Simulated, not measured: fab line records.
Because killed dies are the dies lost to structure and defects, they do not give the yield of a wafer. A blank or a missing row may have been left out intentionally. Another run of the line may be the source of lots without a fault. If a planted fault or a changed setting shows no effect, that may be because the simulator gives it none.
fab line records	flow nandHarc
record lots=24	wafers=72	lastDay=34
route steps=1302 shown A_STAIRCASE@786 A_SGD_CUT@908
lots that met no fault: taken from a fault-free run of the same line
startH: hours from the record's opening day to when the first of the lot's shown wafers began	waitH: hours from the lot's prior step to this one	" same as the row above	L1.1+2: one row covering several wafers at once	- no value, or no start given	* or withheld: withheld	< > ~ a bound
route shown NAME@n: names a module that has steps shown in the file, with the first one's number in the route	usual: the fault-free wafers' mean and standard deviation	same: alike in all rows	chamber/n: place in a boat	sites: each site's reading	_std_site: the standard deviation of these	_edge_site: mean of outer sites minus mean of inner sites	radiusMm: for every site, how far away it sits from the centre of the wafer	mask NAME#n: copy n	behind: the last tool/chamber to shape the wafer	hold: reason for holding the lot/hours on hold/outcome of the hold	device: the transistor (n, p or np) that didn't switch	end of line: tests of these same wafers at the route's end	step lacking rows: just its recipe	killed: at the first sort, the dies lost to defects and structure; wafer yield is something else	map: per-die view of a wafer (x killed, . not killed, _ where there is no die)
set.NAME: the run value of the setting; set.NAME@STEP: its run value at that earlier step	model.NAME: the simulator's own value behind a step, which no gauge read
steps of the route over a sample of lots; a table a step, a row a wafer
services: when a tool's chamber went out of use (startH, in hours from the record's first day, below 0 if earlier), for how many hours, and the reason
## steps
# step NHARC_A_STAIRCASE_HM_OPEN_457
# recipe o2FlowSccm=400	cosFlowSccm=20	arFlowSccm=0	rfW=500	biasW=300	chemistry=O2/COS
# usual drypumpMotorCurrentA=5.6/0.37	oesProductAu=1.002/0.011	rfVppV=468.3/3	showerheadPlenumPTorr=3.18/0.14	throttleValvePct=28.329/0.0085
lot.wafer	tool	chamber	startH	waitH	drypumpMotorCurrentA	oesProductAu	rfHoursCounterH	rfVppV	showerheadPlenumPTorr	throttleValvePct
L074.4	rieDiel-06	0	-	-	6.3	1.025	2	470.7	3.26	28.334
L074.1	"	1	"	"	5.8	0.993	18	471.5	3.31	28.310
L074.2	"	3	"	"	5.9	1.008	20	469.9	3.34	28.321
L075.1	rieDiel-06	1	-	-	5.8	0.994	22	471.1	3.31	28.342
L075.2	"	3	"	"	5.9	1.000	23	471.1	3.34	28.326
L075.5	"	0	"	"	6.2	1.017	-	471.3	3.25	28.344
L076.2	rieDiel-07	0	-	-	5.1	1.013	30	465.8	2.99	28.317
L076.1	"	1	"	"	5.3	1.003	29	471.8	3.33	28.332
L076.4	"	2	"	"	5.5	0.990	26	464.9	3.06	28.324
L077.4	rieDiel-07	1	-	-	5.3	1.005	32	471.5	3.33	28.337
L077.2	"	2	"	"	5.5	0.992	29	466.2	3.06	28.328
L077.1	"	3	"	"	5.8	1.008	36	466.0	3.06	28.329
L078.2	rieDiel-01	3	-	-	6.3	0.997	5	464.5	2.97	28.319
L078.4	"	0	"	"	5.3	1.005	3	463.7	3.02	28.330
L078.5	"	2	"	"	5.9	1.004	-	467.2	3.12	28.312
L079.2	rieDiel-07	1	-	-	5.4	1.009	37	470.4	3.33	28.323
L079.4	"	3	"	"	5.8	0.996	40	466.1	3.06	28.317
L079.1	"	0	"	"	5.0	1.005	40	465.0	2.99	28.340
L080.2	rieDiel-01	2	-	-	6.0	1.002	12	466.3	3.11	28.329
L080.3	"	3	"	"	6.2	1.006	12	464.3	2.97	28.326
L080.5	"	1	"	"	5.6	1.001	-	467.7	3.16	28.315
L081.4	rieDiel-06	1	-	-	5.8	0.974	46	471.2	3.30	28.337
L081.6	"	2	"	"	5.3	1.005	-	471.1	3.35	28.341
L081.5	"	3	"	"	5.8	1.007	-	471.1	3.33	28.324
L083.3	rieDiel-07	3	-	-	5.8	0.984	53	466.8	3.06	28.337
L083.2	"	1	"	"	5.3	0.991	47	470.4	3.32	28.324
L083.5	"	0	"	"	5.1	1.009	-	465.5	2.98	28.322
L082.4	rieDiel-06	0	-	-	6.2	1.014	33	469.7	3.24	28.336
L082.6	"	0	"	"	6.2	1.022	-	470.1	3.24	28.324
L082.5	"	1	"	"	5.8	0.985	-	471.7	3.29	28.344
L084.2	rieDiel-06	2	-	-	5.3	1.003	60	471.9	3.34	28.334
L084.1	"	0	"	"	6.3	1.024	39	470.0	3.24	28.328
L084.6	"	3	"	"	5.9	1.011	-	472.4	3.32	28.330
L085.3	rieDiel-01	3	-	-	6.3	1.017	33	462.6	2.96	28.347
L085.2	"	1	"	"	5.6	1.004	31	467.8	3.15	28.332
L085.6	"	0	"	"	5.3	1.015	-	465.7	3.01	28.336
L087.4	rieDiel-01	1	-	-	5.6	0.991	33	468.0	3.15	28.330
L087.5	"	1	"	"	5.6	0.992	-	466.8	3.15	28.314
L087.6	"	2	"	"	6.0	1.005	-	467.1	3.10	28.331
L086.4	rieDiel-06	0	-	-	6.3	1.017	45	469.6	3.23	28.333
L086.3	"	1	"	"	5.8	0.976	62	471.4	3.29	28.337
L086.1	"	3	"	"	5.9	0.996	67	472.0	3.32	28.331
L088.2	rieDiel-07	1	-	-	5.3	1.003	5	469.7	3.31	28.321
L088.4	"	2	"	"	5.5	1.000	4	465.7	3.04	28.331
L088.5	"	0	"	"	5.0	1.016	-	463.1	2.98	28.332
L089.2	rieDiel-07	0	-	-	5.0	1.015	6	465.2	2.98	28.330
L089.1	"	2	"	"	5.5	1.000	5	464.9	3.04	28.309
L089.4	"	3	"	"	5.8	1.002	5	466.3	3.05	28.331
L090.1	rieDiel-07	2	-	-	5.5	0.980	15	464.2	3.04	28.344
L090.3	"	3	"	"	5.8	0.976	15	465.9	3.04	28.336
L090.4	"	1	"	"	5.3	0.986	-	471.7	3.31	28.333
L092.3	rieDiel-06	2	-	-	5.3	0.994	10	470.6	3.33	28.333
L092.2	"	1	"	"	5.8	0.995	8	471.1	3.28	28.320
L092.5	"	3	"	"	5.9	1.009	-	469.2	3.31	28.332
L091.3	rieDiel-07	1	-	-	5.3	0.996	15	471.6	3.31	28.332
L091.2	"	2	"	"	5.5	0.998	17	465.1	3.04	28.345
L091.6	"	1	"	"	5.3	1.012	-	471.1	3.31	28.335
L093.2	rieDiel-06	0	-	-	6.3	1.018	15	469.3	3.23	28.330
L093.3	"	2	"	"	5.3	0.989	17	470.9	3.33	28.331
L093.6	"	1	"	"	5.8	1.006	-	470.5	3.28	28.330
L094.1	rieDiel-06	3	-	-	5.9	1.014	20	471.5	3.31	28.337
L094.3	"	1	"	"	5.8	1.001	14	471.0	3.28	28.341
L094.4	"	2	"	"	5.3	0.990	18	472.9	3.33	28.314
L096.2	rieDiel-07	3	-	-	5.9	0.993	33	464.7	3.04	28.321
L096.4	"	0	"	"	5.1	1.010	30	464.3	2.96	28.333
L096.6	"	0	"	"	5.0	1.027	-	464.8	2.96	28.316
L095.2	rieDiel-07	2	-	-	5.5	1.009	23	465.2	3.03	28.325
L095.4	"	3	"	"	5.8	0.986	35	464.5	3.04	28.319
L095.5	"	0	"	"	5.0	1.017	-	464.1	2.96	28.323
L097.1	rieDiel-06	3	-	-	5.8	1.006	34	470.9	3.30	28.326
L097.3	"	2	"	"	5.3	1.000	30	471.7	3.32	28.320
L097.5	"	2	"	"	5.3	0.991	-	470.7	3.32	28.329
# step NHARC_A_STAIRCASE_ETCH_273
# recipe targetDepthA=1.02e+05	timeS=2468.6	ionEnergyEv=800	c4f8FlowSccm=80	o2FlowSccm=60	arFlowSccm=withheld	rfW=600	biasW=3000	chemistry=C4F8/O2/Ar
# usual oesProductAu=0.935/0.011	rfVppV=1831/11
lot.wafer	tool	chamber	startH	waitH	oesProductAu	rfHoursCounterH	rfVppV
L074.1	rieDiel-06	0	-	-	0.953	3	1837
L074.2	"	1	"	"	0.936	19	1843
L074.4	"	3	"	"	0.934	20	1845
L075.1	rieDiel-06	0	-	-	0.964	6	1838
L075.2	"	2	"	"	0.943	24	1846
L075.5	"	0	"	"	0.965	-	1839
L076.1	rieDiel-07	1	-	-	0.942	29	1844
L076.2	"	2	"	"	0.944	26	1821
L076.4	"	3	"	"	0.927	32	1821
L077.4	rieDiel-07	2	-	-	0.931	31	1821
L077.1	"	3	"	"	0.913	38	1822
L077.2	"	0	"	"	0.930	36	1815
L078.4	rieDiel-01	2	-	-	0.929	5	1829
L078.2	"	1	"	"	0.928	5	1830
L078.5	"	3	"	"	0.944	-	1815
L079.2	rieDiel-07	2	-	-	0.929	36	1820
L079.1	"	3	"	"	0.932	41	1822
L079.4	"	0	"	"	0.941	40	1815
L080.2	rieDiel-01	3	-	-	0.961	12	1816
L080.3	"	2	"	"	0.940	13	1826
L080.5	"	0	"	"	0.940	-	1819
L081.4	rieDiel-06	2	-	-	0.931	49	1845
L081.6	"	3	"	"	0.922	-	1844
L081.5	"	0	"	"	0.933	-	1838
L083.2	rieDiel-07	3	-	-	0.923	53	1821
L083.3	"	0	"	"	0.943	52	1817
L083.5	"	2	"	"	0.915	-	1820
L082.4	rieDiel-06	1	-	-	0.919	50	1842
L082.6	"	1	"	"	0.926	-	1841
L082.5	"	2	"	"	0.936	-	1845
L084.1	rieDiel-06	3	-	-	0.921	60	1843
L084.2	"	0	"	"	0.944	40	1835
L084.6	"	2	"	"	0.900	-	1844
L085.3	rieDiel-01	1	-	-	0.929	32	1829
L085.2	"	3	"	"	0.923	33	1813
L085.6	"	0	"	"	0.937	-	1818
L087.4	rieDiel-01	1	-	-	0.923	33	1829
L087.6	"	2	"	"	0.925	-	1824
L087.5	"	3	"	"	0.928	-	1814
L086.3	rieDiel-06	3	-	-	0.962	67	1844
L086.4	"	0	"	"	0.943	45	1837
L086.1	"	1	"	"	0.922	62	1840
L088.4	rieDiel-07	1	-	-	0.946	5	1842
L088.2	"	2	"	"	0.942	5	1819
L088.5	"	1	"	"	0.953	-	1842
L089.1	rieDiel-07	3	-	-	0.938	5	1821
L089.4	"	0	"	"	0.944	6	1814
L089.2	"	1	"	"	0.932	7	1842
L090.3	rieDiel-07	1	-	-	0.929	12	1842
L090.1	"	2	"	"	0.931	15	1818
L090.4	"	2	"	"	0.935	-	1821
L091.3	rieDiel-07	1	-	-	0.929	15	1843
L091.2	"	3	"	"	0.912	18	1819
L091.6	"	0	"	"	0.943	-	1814
L092.3	rieDiel-06	0	-	-	0.948	12	1836
L092.2	"	2	"	"	0.924	14	1843
L092.5	"	3	"	"	0.936	-	1844
L093.2	rieDiel-06	3	-	-	0.942	19	1843
L093.3	"	1	"	"	0.924	13	1840
L093.6	"	0	"	"	0.940	-	1836
L094.3	rieDiel-06	1	-	-	0.953	14	1839
L094.1	"	2	"	"	0.936	18	1844
L094.4	"	0	"	"	0.947	17	1835
L096.4	rieDiel-07	1	-	-	0.945	32	1841
L096.2	"	2	"	"	0.944	23	1820
L096.6	"	3	"	"	0.939	-	1820
L095.2	rieDiel-07	1	-	-	0.939	33	1841
L095.4	"	0	"	"	0.948	32	1814
L095.5	"	2	"	"	0.939	-	1818
L097.3	rieDiel-06	1	-	-	0.922	27	1839
L097.1	"	2	"	"	0.926	31	1842
L097.5	"	2	"	"	0.938	-	1844
# step NHARC_A_STAIRCASE_HM_OPEN_460
# recipe o2FlowSccm=400	cosFlowSccm=20	arFlowSccm=0	rfW=500	biasW=300	chemistry=O2/COS
# usual drypumpMotorCurrentA=5.7/0.36	oesProductAu=1.000/0.01	rfVppV=468/3	showerheadPlenumPTorr=3.16/0.14	throttleValvePct=28.330/0.0096
lot.wafer	tool	chamber	startH	waitH	drypumpMotorCurrentA	oesProductAu	rfHoursCounterH	rfVppV	showerheadPlenumPTorr	throttleValvePct
L074.2	rieDiel-07	0	-	-	5.0	1.010	28	465	2.99	28.320
L074.1	"	1	"	"	5.3	1.005	27	472	3.33	28.334
L074.4	"	1	"	"	5.3	1.001	-	472	3.33	28.332
L076.1	rieDiel-06	0	-	-	6.2	1.031	10	469	3.25	28.341
L076.4	"	1	"	"	5.7	0.993	29	472	3.30	28.334
L076.2	"	3	"	"	5.9	0.996	27	472	3.34	28.341
L075.1	rieDiel-07	1	-	-	5.3	0.993	32	471	3.33	28.324
L075.2	"	2	"	"	5.5	0.996	29	466	3.06	28.327
L075.5	"	2	"	"	5.5	0.991	-	466	3.06	28.330
L077.1	rieDiel-01	2	-	-	6.0	0.995	3	467	3.12	28.339
L077.4	"	3	"	"	6.3	0.988	3	463	2.97	28.334
L077.2	"	1	"	"	5.6	1.002	4	468	3.16	28.345
L078.2	rieDiel-01	3	-	-	6.2	1.003	11	466	2.97	28.337
L078.4	"	1	"	"	5.7	1.005	8	469	3.16	28.320
L078.5	"	3	"	"	6.2	1.001	-	463	2.97	28.327
L079.2	rieDiel-07	0	-	-	5.0	1.002	42	465	2.99	28.336
L079.1	"	1	"	"	5.3	1.007	39	471	3.33	28.325
L079.4	"	1	"	"	5.3	1.009	-	471	3.33	28.335
L080.3	rieDiel-06	0	-	-	6.2	1.015	26	468	3.24	28.326
L080.2	"	1	"	"	5.8	0.992	43	471	3.30	28.310
L080.5	"	0	"	"	6.2	1.016	-	470	3.24	28.326
L081.4	rieDiel-06	1	-	-	5.8	0.981	48	472	3.29	28.319
L081.6	"	1	"	"	5.8	0.984	-	470	3.29	28.340
L081.5	"	2	"	"	5.3	0.997	-	472	3.35	28.337
L083.2	rieDiel-06	2	-	-	5.3	1.007	54	472	3.34	28.325
L083.3	"	3	"	"	5.9	0.996	53	472	3.33	28.322
L083.5	"	3	"	"	5.9	0.994	-	471	3.33	28.333
L082.4	rieDiel-01	3	-	-	6.2	1.011	25	465	2.96	28.328
L082.6	"	1	"	"	5.6	1.011	-	467	3.16	28.325
L082.5	"	2	"	"	6.0	1.012	-	467	3.11	28.340
L084.2	rieDiel-01	3	-	-	6.2	0.997	35	464	2.96	28.330
L084.1	"	0	"	"	5.4	1.020	31	466	3.01	28.321
L084.6	"	2	"	"	5.9	1.004	-	466	3.10	28.324
L085.2	rieDiel-07	2	-	-	5.5	1.004	0	465	3.05	28.334
L085.3	"	1	"	"	5.3	1.008	0	470	3.32	28.320
L085.6	"	3	"	"	5.8	0.999	-	466	3.05	28.317
L087.4	rieDiel-07	2	-	-	5.5	0.986	2	466	3.05	28.330
L087.6	"	1	"	"	5.3	1.013	-	471	3.32	28.322
L087.5	"	2	"	"	5.5	1.006	-	466	3.04	28.328
L086.1	rieDiel-01	3	-	-	6.3	0.983	41	464	2.96	28.340
L086.3	"	0	"	"	5.4	0.994	37	464	3.00	28.343
L086.4	"	1	"	"	5.6	0.982	40	467	3.15	28.330
L088.2	rieDiel-06	3	-	-	5.8	0.996	4	471	3.32	28.337
L088.4	"	2	"	"	5.3	0.989	4	471	3.33	28.310
L088.5	"	0	"	"	6.2	0.994	-	470	3.23	28.333
L089.1	rieDiel-06	1	-	-	5.8	0.990	3	472	3.29	28.318
L089.2	"	2	"	"	5.3	0.998	4	471	3.33	28.347
L089.4	"	0	"	"	6.2	1.014	3	469	3.23	28.337
L090.4	rieDiel-07	0	-	-	5.0	1.003	15	462	2.97	28.349
L090.3	"	1	"	"	5.3	1.004	16	470	3.31	28.324
L090.1	"	2	"	"	5.5	0.997	18	464	3.04	28.333
L091.3	rieDiel-07	3	-	-	5.8	0.991	21	465	3.04	28.321
L091.2	"	1	"	"	5.3	0.998	19	470	3.31	28.337
L091.6	"	3	"	"	5.8	1.004	-	465	3.04	28.335
L092.3	rieDiel-06	1	-	-	5.8	0.987	12	470	3.28	28.316
L092.2	"	0	"	"	6.2	1.003	14	469	3.23	28.332
L092.5	"	1	"	"	5.8	0.999	-	469	3.28	28.340
L093.3	rieDiel-06	1	-	-	5.8	1.014	17	470	3.28	28.343
L093.2	"	0	"	"	6.2	1.007	19	469	3.22	28.320
L093.6	"	1	"	"	5.7	1.014	-	471	3.28	28.341
L094.3	rieDiel-06	0	-	-	6.2	1.005	19	470	3.22	28.324
L094.1	"	1	"	"	5.8	1.000	18	470	3.28	28.314
L094.4	"	3	"	"	5.9	0.988	23	470	3.31	28.341
L096.2	rieDiel-07	0	-	-	5.0	1.018	32	465	2.96	28.319
L096.4	"	2	"	"	5.5	1.000	25	465	3.03	28.339
L096.6	"	0	"	"	5.0	1.013	-	464	2.96	28.328
L095.4	rieDiel-01	1	-	-	5.7	0.979	5	467	3.13	28.361
L095.2	"	3	"	"	6.3	0.993	4	464	2.94	28.344
L095.5	"	2	"	"	6.0	0.991	-	467	3.08	28.337
L097.3	rieDiel-01	0	-	-	5.3	1.001	10	464	2.99	28.325
L097.1	"	2	"	"	6.0	0.990	14	466	3.07	28.336
L097.5	"	0	"	"	5.3	1.003	-	465	2.99	28.342
# step NHARC_A_STAIRCASE_ALD_415
# recipe targetThkA=300	pulseTimeS=6	aldCycles=300	tempC=300	material=SiO2
# usual heaterPowerW=464/48	precursorPulseHeightRel=0.998/0.02
lot.wafer	tool	chamber	startH	waitH	heaterPowerW	precursorPulseHeightRel
L074.1	aldHk-02	1	385.90	0.3	520	0.987
L074.4	"	2	"	"	529	1.016
L074.2	"	3	"	"	382	1.022
L076.4	aldHk-02	3	398.71	0.1	391	0.989
L076.2	"	0	"	"	500	0.994
L076.1	"	1	"	"	532	1.005
L075.1	aldHk-03	0	400.87	0.1	420	0.993
L075.2	"	2	"	"	441	0.980
L075.5	"	0	"	"	416	1.010
L077.1	aldHk-04	2	410.22	0.1	452	0.991
L077.4	"	3	"	"	454	0.955
L077.2	"	0	"	"	472	1.010
L078.4	aldHk-03	2	422.17	0.6	448	0.971
L078.2	"	3	"	"	531	1.011
L078.5	"	0	"	"	422	0.992
L079.1	aldHk-04	1	426.33	0.1	510	0.987
L079.4	"	3	"	"	454	0.971
L079.2	"	0	"	"	467	1.006
L080.2	aldHk-02	2	440.90	0.1	524	0.991
L080.3	"	1	"	"	532	1.005
L080.5	"	2	"	"	531	0.973
L081.4	aldHk-02	2	457.31	0.4	514	1.011
L081.5	"	1	"	"	522	1.012
L081.6	"	2	"	"	513	0.996
L083.2	aldHk-03	0	466.72	0.1	432	0.998
L083.3	"	3	"	"	535	1.027
L083.5	"	0	"	"	414	0.999
L082.4	aldHk-03	3	469.54	0.8	528	1.002
L082.5	"	0	"	"	413	0.981
L082.6	"	1	"	"	427	0.998
L084.1	aldHk-03	3	498.85	0.1	523	0.984
L084.2	"	1	"	"	427	1.010
L084.6	"	0	"	"	427	0.999
L085.2	aldHk-02	2	499.55	0.1	522	0.998
L085.3	"	0	"	"	504	1.031
L085.6	"	3	"	"	380	1.009
L087.4	aldHk-03	2	502.35	0.1	442	0.999
L087.5	"	2	"	"	459	1.023
L087.6	"	3	"	"	535	0.978
L086.4	aldHk-02	3	511.98	0.3	390	1.025
L086.1	"	0	"	"	488	0.988
L086.3	"	1	"	"	521	1.011
L088.4	aldHk-02	3	518.47	0.1	389	0.986
L088.2	"	2	"	"	535	0.980
L088.5	"	3	"	"	392	1.015
L089.2	aldHk-03	0	520.91	0.1	412	0.997
L089.4	"	1	"	"	408	0.997
L089.1	"	3	"	"	541	1.004
L090.1	aldHk-04	2	549.48	0.1	441	1.002
L090.4	"	3	"	"	465	0.990
L090.3	"	1	"	"	507	1.009
L091.3	aldHk-04	3	553.26	0.1	463	0.975
L091.2	"	2	"	"	417	1.005
L091.6	"	0	"	"	467	1.004
L092.2	aldHk-02	1	559.90	0.1	477	0.986
L092.3	"	3	"	"	415	0.999
L092.5	"	1	"	"	486	0.968
L093.2	aldHk-04	0	573.81	0.1	475	0.989
L093.3	"	1	"	"	503	1.000
L093.6	"	0	"	"	469	0.998
L094.1	aldHk-04	1	579.73	0.9	495	0.955
L094.3	"	2	"	"	423	0.996
L094.4	"	0	"	"	452	1.003
L096.2	aldHk-03	0	595.42	0.5	431	0.992
L096.4	"	1	"	"	403	0.997
L096.6	"	2	"	"	437	1.037
L095.2	aldHk-03	3	599.92	2.0	504	1.015
L095.4	"	0	"	"	434	1.010
L095.5	"	2	"	"	420	1.003
L097.1	aldHk-03	3	629.75	0.1	515	0.979
L097.3	"	2	"	"	435	0.990
L097.5	"	0	"	"	430	1.006
# step NHARC_A_STAIRCASE_ETCHBACK_416
# recipe targetDepthA=360	timeS=7.2	c4f8FlowSccm=withheld	o2FlowSccm=8	arFlowSccm=withheld	rfW=600	biasW=800	chemistry=C4F8/O2/Ar
# usual oesProductAu=0.933/0.025	rfVppV=724/4.6
lot.wafer	tool	chamber	startH	waitH	oesProductAu	rfHoursCounterH	rfVppV
L074.2	rieDiel-06	2	-	-	0.919	25	730
L074.4	"	3	"	"	0.923	25	730
L074.1	"	1	"	"	0.917	25	728
L076.2	rieDiel-01	2	-	-	0.922	3	723
L076.1	"	3	"	"	0.926	3	719
L076.4	"	0	"	"	0.953	2	719
L075.2	rieDiel-07	2	-	-	0.918	34	720
L075.1	"	1	"	"	0.926	36	731
L075.5	"	1	"	"	0.941	-	729
L077.2	rieDiel-01	2	-	-	0.909	11	724
L077.1	"	3	"	"	0.926	11	717
L077.4	"	0	"	"	0.919	6	720
L078.2	rieDiel-07	3	-	-	0.918	44	721
L078.4	"	1	"	"	0.933	-	731
L078.5	"	3	"	"	0.923	-	721
L079.4	rieDiel-07	1	429.79	2.1	0.935	41	729
L079.1	"	2	"	"	0.915	39	719
L079.2	"	3	"	"	0.923	45	722
L080.2	rieDiel-01	2	-	-	0.921	19	721
L080.3	"	0	"	"	0.931	14	720
L080.5	"	2	"	"	0.916	-	723
L081.4	rieDiel-06	0	-	-	0.935	34	727
L081.6	"	3	"	"	0.925	-	729
L081.5	"	0	"	"	0.930	-	727
L083.2	rieDiel-07	1	-	-	1.002	52	729
L083.3	"	2	"	"	0.920	50	721
L083.5	"	2	"	"	0.912	-	721
L082.4	rieDiel-06	3	-	-	0.918	57	730
L082.6	"	0	"	"	0.936	-	728
L082.5	"	1	"	"	0.919	-	727
L084.2	rieDiel-07	0	-	-	1.023	4	718
L084.1	"	2	"	"	1.001	4	722
L084.6	"	0	"	"	1.016	-	718
L085.3	rieDiel-07	1	-	-	0.927	5	730
L085.2	"	2	"	"	0.920	4	721
L085.6	"	3	"	"	0.915	-	720
L087.4	rieDiel-07	1	-	-	0.930	5	729
L087.5	"	0	"	"	0.923	-	719
L087.6	"	1	"	"	0.935	-	727
L086.1	rieDiel-06	3	-	-	0.999	4	729
L086.4	"	1	"	"	0.987	3	729
L086.3	"	2	"	"	0.998	4	730
L088.4	rieDiel-01	3	-	-	0.925	46	720
L088.2	"	2	"	"	0.941	51	723
L088.5	"	3	"	"	0.915	-	717
L089.1	rieDiel-06	1	-	-	0.913	4	728
L089.2	"	2	"	"	0.923	6	731
L089.4	"	3	"	"	0.918	6	729
L090.1	rieDiel-06	2	-	-	0.910	17	730
L090.4	"	3	"	"	0.945	19	728
L090.3	"	1	"	"	0.931	13	729
L091.2	rieDiel-06	1	-	-	0.920	13	728
L091.3	"	3	"	"	0.917	19	729
L091.6	"	0	"	"	0.933	-	726
L092.3	rieDiel-06	1	-	-	0.924	15	729
L092.2	"	2	"	"	0.912	19	729
L092.5	"	0	"	"	0.929	-	726
L093.3	rieDiel-07	0	-	-	0.930	29	719
L093.2	"	1	"	"	0.935	30	729
L093.6	"	0	"	"	0.936	-	719
L094.1	rieDiel-06	0	-	-	0.929	22	725
L094.4	"	1	"	"	0.915	21	729
L094.3	"	2	"	"	0.910	24	730
L096.4	rieDiel-01	0	-	-	0.931	6	719
L096.2	"	2	"	"	0.921	8	721
L096.6	"	3	"	"	0.911	-	717
L095.2	rieDiel-07	3	-	-	0.908	43	720
L095.4	"	1	"	"	0.918	41	729
L095.5	"	0	"	"	0.945	-	718
L097.3	rieDiel-07	1	-	-	0.909	50	729
L097.1	"	2	"	"	0.919	46	721
L097.5	"	3	"	"	0.914	-	720
# step NHARC_A_SGD_CUT_ETCH_16
# recipe targetDepthA=3105	timeS=155.2	c4f8FlowSccm=withheld	o2FlowSccm=8	arFlowSccm=withheld	rfW=600	biasW=800	chemistry=C4F8/O2/Ar
# usual oesProductAu=0.970/0.016	rfVppV=723/4.6
lot.wafer	tool	chamber	startH	waitH	oesProductAu	rfHoursCounterH	rfVppV
L074.2	rieDiel-09	1	-	-	0.960	4	722
L074.4	"	2	"	"	0.944	4	730
L074.1	"	3	"	"	0.962	4	727
L075.2	rieDiel-09	1	-	-	0.976	5	722
L075.1	"	3	"	"	1.001	6	727
L075.5	"	1	"	"	0.963	-	723
L076.1	rieDiel-02	3	-	-	0.981	5	717
L076.2	"	0	"	"	0.989	4	722
L076.4	"	1	"	"	0.993	4	729
L077.1	rieDiel-02	2	-	-	0.977	6	730
L077.2	"	0	"	"	0.971	6	721
L077.4	"	1	"	"	1.007	6	728
L078.2	rieDiel-02	3	-	-	0.985	7	717
L078.4	"	0	"	"	0.975	7	721
L078.5	"	3	"	"	0.989	-	717
L079.2	rieDiel-09	0	-	-	0.943	7	720
L079.1	"	1	"	"	0.964	7	723
L079.4	"	2	"	"	0.950	7	730
L080.3	rieDiel-11	2	-	-	0.986	3	725
L080.2	"	3	"	"	0.964	3	728
L080.5	"	1	"	"	0.947	-	721
L081.4	rieDiel-02	2	-	-	0.966	9	730
L081.5	"	2	"	"	0.951	-	729
L081.6	"	3	"	"	0.982	-	716
L082.4	rieDiel-11	3	-	-	0.960	5	729
L082.6	"	0	"	"	0.962	-	717
L082.5	"	1	"	"	0.936	-	721
L083.3	rieDiel-09	2	-	-	0.989	1	727
L083.2	"	0	"	"	0.970	1	719
L083.5	"	2	"	"	0.990	-	727
L084.2	rieDiel-02	2	-	-	0.970	12	729
L084.1	"	1	"	"	0.985	13	730
L084.6	"	3	"	"	0.968	-	717
L085.2	rieDiel-09	1	-	-	0.981	1	720
L085.3	"	3	"	"	0.979	2	727
L085.6	"	0	"	"	0.966	-	718
L087.6	rieDiel-09	1	-	-	0.982	-	721
L087.4	"	3	"	"	0.984	-	725
L087.5	"	0	"	"	0.966	-	717
L086.4	rieDiel-09	0	-	-	0.960	3	718
L086.1	"	2	"	"	0.982	2	729
L086.3	"	3	"	"	0.980	3	725
L088.4	rieDiel-02	0	-	-	0.958	14	722
L088.2	"	1	"	"	0.982	14	728
L088.5	"	0	"	"	0.963	-	724
L089.1	rieDiel-09	3	-	-	0.982	3	728
L089.2	"	0	"	"	0.975	4	719
L089.4	"	1	"	"	0.984	3	721
L091.3	rieDiel-11	1	-	-	0.962	11	721
L091.2	"	2	"	"	0.976	9	725
L091.6	"	0	"	"	0.966	-	716
L090.1	rieDiel-02	3	-	-	0.964	2	715
L090.4	"	1	"	"	0.989	1	727
L090.3	"	2	"	"	0.979	2	729
L092.2	rieDiel-11	3	-	-	0.977	10	727
L092.3	"	2	"	"	0.983	10	725
L092.5	"	3	"	"	0.984	-	728
L094.4	rieDiel-09	3	-	-	0.993	5	726
L094.1	"	0	"	"	0.970	5	717
L094.3	"	2	"	"	1.010	4	728
L093.3	rieDiel-11	2	-	-	0.980	0	724
L093.2	"	0	"	"	0.961	0	717
L093.6	"	2	"	"	0.986	-	727
L096.4	rieDiel-11	3	-	-	0.956	2	728
L096.2	"	1	"	"	0.928	2	722
L096.6	"	2	"	"	0.948	-	727
L095.2	rieDiel-09	2	-	-	1.006	5	728
L095.4	"	1	"	"	0.969	6	720
L095.5	"	3	"	"	0.990	-	727
L097.3	rieDiel-11	2	-	-	0.961	5	727
L097.1	"	1	"	"	0.941	5	722
L097.5	"	2	"	"	0.957	-	727
## services
tool	chamber	startH	hours	kind
rieDiel-01	0	349.82	14.4	repair
rieDiel-06	1	352.26	5.6	repair
rieDiel-06	-	361.47	1.0	repair
rieDiel-07	2	364.79	12.7	repair
rieDiel-01	-	383.18	9.0	pm
aldHk-03	-	390.44	10.0	pm
rieDiel-01	0	397.08	3.2	repair
rieDiel-07	2	418.06	6.2	repair
rieDiel-07	1	455.72	4.9	repair
rieDiel-07	-	473.83	9.0	pm
rieDiel-09	-	487.98	0.5	repair
rieDiel-06	-	493.45	9.0	pm
rieDiel-09	-	497.10	9.0	pm
rieDiel-07	0	521.78	16.0	repair
rieDiel-09	-	525.22	0.2	repair
rieDiel-09	-	529.65	0.7	repair
rieDiel-09	2	545.26	13.2	repair
rieDiel-07	2	548.44	31.2	repair
rieDiel-01	-	560.43	9.0	pm
aldHk-03	-	568.44	10.0	pm
rieDiel-06	0	602.28	4.5	repair
rieDiel-07	3	648.84	12.2	repair
rieDiel-07	-	650.83	9.0	pm
rieDiel-06	-	670.45	9.0	pm
## key
fault none
